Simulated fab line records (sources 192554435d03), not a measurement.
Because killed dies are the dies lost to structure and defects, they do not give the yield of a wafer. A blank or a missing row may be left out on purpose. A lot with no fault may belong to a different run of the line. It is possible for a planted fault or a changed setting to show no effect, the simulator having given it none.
Comparing a struck lot with a sound one || flow n5Finfet || 16 out of 1938 route steps
Sound: wafers L628.2, L628.4, L628.5. Struck: wafer L642.6. The cause comes at the end.
Per side, at each step with rows, come the tool, then ch with its chambers, and then its first start. Under that, the readings that differ: sound wafers || struck wafers || difference of the means || sigmas: that difference in standard deviations of wafers without a fault.
alike: same words and numbers on both sides, and readings whose means sit less than 2 such deviations apart. not compared: any withheld reading, any reading some wafer has no value for, any bound like >300 that may hide the same value, and any number with overlapping values for which the record gives no deviation.
The two part at a step that has a row with sigmas, a row that says differs or no value, or rows on one side only. When numbers do not overlap yet have no deviation, they are printed without sigmas and do not part them. A reading missing from all wafers of one side parts the sides only when that side holds two or more wafers.

first, 1 step without rows for these wafers: N5_BEOL_M0_SAQP_STRIP_80 (strips in N2/H2).
N5_BEOL_M0_SAQP_HM_OPEN_112: chemistry CHF3/O2, target SiO2, stops on a-Si, target depth 12 nm, time 13.5 s.
  sound on rieDiel-02 ch 0,3, day 5 11:16; struck on rieDiel-05 ch 1, day 9 14:36
  alike: drypumpMotorCurrentA, oesProductAu, rfFwdPowerW, rfVppV, showerheadPlenumPTorr, throttleValvePct
  not compared: rfHoursCounterH
then, 1 step without rows for these wafers: N5_BEOL_M0_SAQP_STRIP_113 (strips in CHF3/O2).
N5_BEOL_M0_SAQP_MANDREL_ETCH_20: etches a-Si in HBr/Cl2, stops on SiNx, target depth 60 nm, bt time 10 s, time 30 s.
  sound on rieSi-03 ch 0,1, day 5 11:20; struck on rieSi-02 ch 1, day 9 14:41
  alike: drypumpMotorCurrentA, oesProductAu, rfFwdPowerW, throttleValvePct
  not compared: rfHoursCounterH
N5_BEOL_M0_SAQP_STRIP_86: strips in N2/H2.
  sound on rieDiel-04 ch 0,2, day 5 11:26; struck on rieDiel-02 ch 3, day 9 14:56
{"reading": "drypumpMotorCurrentA (A)", "sound": "5.9 6.4 5.9", "struck": 5.2, "difference": -0.9, "sigmas": -2}
  alike: oesProductAu, rfVppV, showerheadPlenumPTorr, throttleValvePct
  not compared: rfHoursCounterH
then, 3 steps without rows for these wafers: N5_BEOL_M0_SAQP_STRIP_115 (strips in post etch residue remover, time 60 s); N5_BEOL_M0_SAQP_SRD_93 (time 30 s); N5_BEOL_M0_SAQP_RECESS_114 (chemistry HF/NH3, target SiO2, target depth 14.4 nm, afs cycles 3, sublimation time 60 s).
N5_BEOL_M0_SAQP_SPACER1_ALD_98: deposits SiO2, target thk 12.8 nm, pulse time 1 s, purge time 2 s.
  sound on aldSin-01 ch 0,2,3, day 5 12:22; struck on aldSin-02 ch 3, day 9 17:02
  alike: heaterPowerW, precursorPulseHeightRel
then, 2 steps without rows for these wafers: N5_BEOL_M0_SAQP_SPACER1_ETCHBACK_99 (etches SiO2 in CHF3/O2, target depth 15.4 nm, time 7.7 s); N5_BEOL_M0_SAQP_MANDREL1_REMOVE_100 (chemistry HBr/Cl2/O2, target a-Si, stops on SiNx, bt time 10 s).
N5_BEOL_M0_SAQP_CD_MEAS_25: the cd target is 13.1 nm.
  sound on cdSem-01 ch 0, day 5 13:05; struck on cdSem-01 ch 0, day 9 17:29
  alike: cdNm
N5_BEOL_M0_SAQP_ETCH_101: etches SiNx in CH3F/O2, target depth 29.9 nm, time 42.7 s.
  sound on rieDiel-05 ch 0,2,3, day 5 13:08; struck on rieDiel-05 ch 3, day 9 17:34
{"reading": "model.etch.depthNm (nm)", "sound": "29.8 29.99 30.14", "struck": 23.4, "difference": -6.6, "sigmas": ""}
  alike: drypumpMotorCurrentA, oesProductAu, rfFwdPowerW, rfVppV, showerheadPlenumPTorr, throttleValvePct
  not compared: rfHoursCounterH
N5_BEOL_M0_SAQP_ETCH_102: etches SiO2 in CF4, target depth 4 nm, time 4.4 s.
  sound on rieSi-05 ch 2,3, day 5 13:14; struck on rieSi-02 ch 0, day 9 17:39
{"reading": "oesProductAu (a.u.)", "sound": "0.973 1.014 0.967", "struck": 0.842, "difference": -0.143, "sigmas": -8}
{"reading": "rfFwdPowerW (W)", "sound": "796 794 796", "struck": 786, "difference": -9, "sigmas": -2}
  alike: drypumpMotorCurrentA, throttleValvePct
  not compared: rfHoursCounterH
N5_BEOL_M0_SAQP_MANDREL_ETCH_103: etches a-Si in HBr/Cl2, stops on SiCN, target depth 45 nm, bt time 10 s, time 27 s.
  sound on rieSi-05 ch 2,3, day 5 13:16; struck on rieSi-02 ch 0, day 9 17:41
  alike: drypumpMotorCurrentA, oesProductAu, rfFwdPowerW, throttleValvePct
  not compared: rfHoursCounterH
-- record jumps: 2 days separate the struck wafers' starts on either side; left off in module BEOL_M0_SAQP, taken up again in module BEOL_M4, whose first shown step is the route's number 1111 --
N5_BEOL_M4_RC_MEAS_101:
  sound on prober-02 ch 0, day 8 08:02; struck on prober-02 ch 0, day 12 04:25
  alike: DIBL_N, DIBL_P, IOFF_N, IOFF_P, ION_N, ION_P, SS_N, SS_P, VT_N, VT_P

## WHERE THEY PART
Earliest at N5_BEOL_M0_SAQP_STRIP_86; latest, in this record, at N5_BEOL_M0_SAQP_ETCH_102. Later steps at which nothing parts them and some readings are alike: N5_BEOL_M0_SAQP_MANDREL_ETCH_103, N5_BEOL_M4_RC_MEAS_101.

WHY: the cause the simulator had injected
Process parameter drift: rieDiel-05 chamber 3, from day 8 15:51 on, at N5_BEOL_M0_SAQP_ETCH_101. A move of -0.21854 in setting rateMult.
